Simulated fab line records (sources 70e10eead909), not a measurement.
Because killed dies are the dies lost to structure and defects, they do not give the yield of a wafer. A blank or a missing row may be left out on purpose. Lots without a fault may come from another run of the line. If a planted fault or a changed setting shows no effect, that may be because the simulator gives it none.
Matching of chambers / flow nand_harc / rie_diel-05 running NHARC_A_STAIRCASE_DESCUM_443: 4 sister chambers
The step chemistry O2, time 3 s. 8 wafers are shown with their chamber, then 7 later ones without.

== WAFERS PAIRED WITH THEIR CHAMBERS ==
wafer=L832.3; chamber=3; showerhead_plenum_p_Torr (Torr)=1.80; rf_vpp_V (V)=56.8
wafer=L837.2; chamber=3; showerhead_plenum_p_Torr (Torr)=1.80; rf_vpp_V (V)=58.0
wafer=L837.3; chamber=0; showerhead_plenum_p_Torr (Torr)=1.92; rf_vpp_V (V)=58.6
wafer=L843.1; chamber=2; showerhead_plenum_p_Torr (Torr)=1.88; rf_vpp_V (V)=58.1
wafer=L843.2; chamber=1; showerhead_plenum_p_Torr (Torr)=1.98; rf_vpp_V (V)=57.8
wafer=L843.3; chamber=0; showerhead_plenum_p_Torr (Torr)=1.91; rf_vpp_V (V)=57.2
wafer=L844.4; chamber=2; showerhead_plenum_p_Torr (Torr)=1.88; rf_vpp_V (V)=57.6
wafer=L844.5; chamber=1; showerhead_plenum_p_Torr (Torr)=1.98; rf_vpp_V (V)=58.7

== WAFERS MISSING THEIR CHAMBER ==
wafer=L844.6; showerhead_plenum_p_Torr (Torr)=1.91; rf_vpp_V (V)=58.0
wafer=L849.2; showerhead_plenum_p_Torr (Torr)=1.88; rf_vpp_V (V)=56.7
wafer=L849.3; showerhead_plenum_p_Torr (Torr)=1.98; rf_vpp_V (V)=58.0
wafer=L849.6; showerhead_plenum_p_Torr (Torr)=1.88; rf_vpp_V (V)=57.2
wafer=L853.2; showerhead_plenum_p_Torr (Torr)=1.87; rf_vpp_V (V)=58.2
wafer=L853.3; showerhead_plenum_p_Torr (Torr)=1.98; rf_vpp_V (V)=56.7
wafer=L853.5; showerhead_plenum_p_Torr (Torr)=1.79; rf_vpp_V (V)=56.9

== WHICH CHAMBER EACH WENT THROUGH ==
wafer=L844.6; from the rows above=0; in truth=0
wafer=L849.2; from the rows above=2; in truth=2
wafer=L849.3; from the rows above=1; in truth=1
wafer=L849.6; from the rows above=2; in truth=2
wafer=L853.2; from the rows above=2; in truth=2
wafer=L853.3; from the rows above=1; in truth=1
wafer=L853.5; from the rows above=3; in truth=3
Correct placement for 7 of the 7. Number that these rows cannot place: 0. Placed wrongly: 0.
How it was worked out, from the rows above alone: a wafer's distance from a chamber is the root of the sum, over the readings, of the square of ((its reading less the chamber's mean) divided by the reading's scatter). The wafer belongs to the nearest chamber; if the next one is less than 2 further off, it can't be placed. A chamber's mean is the mean of its shown wafers. How the scatter is found: for the shown wafers, subtract from each reading the mean of its chamber, square and add these, divide the total by (wafers less chambers), then take the root.
